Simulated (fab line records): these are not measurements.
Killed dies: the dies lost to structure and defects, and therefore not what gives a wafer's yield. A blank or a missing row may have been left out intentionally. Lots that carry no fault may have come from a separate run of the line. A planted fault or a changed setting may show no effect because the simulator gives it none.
Chamber matching :: flow nand_harc :: NHARC_A_STAIRCASE_DESCUM_291 on rie_diel-11: 4 sister chambers
The step chemistry O2, time 3 s. 8 wafers are shown with their chamber, then 11 later ones without.

EACH WAFER AND ITS CHAMBER
wafer: L075.3
chamber: 0
showerhead_plenum_p_Torr (Torr): 1.94
oes_product_au (a.u.): 1.017

wafer: L090.1
chamber: 0
showerhead_plenum_p_Torr (Torr): 1.93
oes_product_au (a.u.): 1.001

wafer: L091.1
chamber: 3
showerhead_plenum_p_Torr (Torr): 1.96
oes_product_au (a.u.): 0.999

wafer: L091.2
chamber: 2
showerhead_plenum_p_Torr (Torr): 1.77
oes_product_au (a.u.): 1.020

wafer: L091.6
chamber: 2
showerhead_plenum_p_Torr (Torr): 1.77
oes_product_au (a.u.): 1.021

wafer: L091.4
chamber: 1
showerhead_plenum_p_Torr (Torr): 1.99
oes_product_au (a.u.): 0.985

wafer: L091.5
chamber: 3
showerhead_plenum_p_Torr (Torr): 1.96
oes_product_au (a.u.): 1.010

wafer: L094.1
chamber: 1
showerhead_plenum_p_Torr (Torr): 1.99
oes_product_au (a.u.): 0.985

WAFERS WITH NO CHAMBER GIVEN
wafer: L094.2
showerhead_plenum_p_Torr (Torr): 1.96
oes_product_au (a.u.): 1.008

wafer: L094.3
showerhead_plenum_p_Torr (Torr): 1.93
oes_product_au (a.u.): 1.000

wafer: L094.4
showerhead_plenum_p_Torr (Torr): 1.77
oes_product_au (a.u.): 1.017

wafer: L094.5
showerhead_plenum_p_Torr (Torr): 1.96
oes_product_au (a.u.): 1.002

wafer: L094.6
showerhead_plenum_p_Torr (Torr): 1.77
oes_product_au (a.u.): 1.015

wafer: L096.3
showerhead_plenum_p_Torr (Torr): 2.07
oes_product_au (a.u.): 1.005

wafer: L096.5
showerhead_plenum_p_Torr (Torr): 1.99
oes_product_au (a.u.): 0.987

wafer: L096.6
showerhead_plenum_p_Torr (Torr): 1.93
oes_product_au (a.u.): 1.012

wafer: L097.1
showerhead_plenum_p_Torr (Torr): 2.07
oes_product_au (a.u.): 1.021

wafer: L097.2
showerhead_plenum_p_Torr (Torr): 1.99
oes_product_au (a.u.): 0.981

wafer: L097.6
showerhead_plenum_p_Torr (Torr): 1.95
oes_product_au (a.u.): 1.016

THE CHAMBER EACH PASSED THROUGH
wafer: L094.2
from the rows above: 3
in truth: 3

wafer: L094.3
from the rows above: 0
in truth: 0

wafer: L094.4
from the rows above: 2
in truth: 2

wafer: L094.5
from the rows above: 3
in truth: 3

wafer: L094.6
from the rows above: 2
in truth: 2

wafer: L096.3
from the rows above: 1
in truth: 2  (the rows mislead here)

wafer: L096.5
from the rows above: 1
in truth: 1

wafer: L096.6
from the rows above: 0
in truth: 0

wafer: L097.1
from the rows above: 1
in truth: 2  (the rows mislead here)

wafer: L097.2
from the rows above: 1
in truth: 1

wafer: L097.6
from the rows above: can't be placed: 3 or 0
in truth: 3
Correct placement for 8 of the 11. Can't be placed from these rows: 1 (the true chamber is among the candidates in 1). Number placed wrongly: 2.
How it was worked out, from the rows above alone: a wafer's distance from a chamber is the root of the sum, over the readings, of the square of ((its reading less the chamber's mean) divided by the reading's scatter). If the next closest chamber is less than 2 further off than the closest, the wafer can't be placed; otherwise it belongs to the closest. The mean given for a chamber averages the wafers shown for that chamber. The scatter: take each reading less its chamber's mean, square it, sum over the shown wafers, divide by the number of wafers less the number of chambers, and take the root.
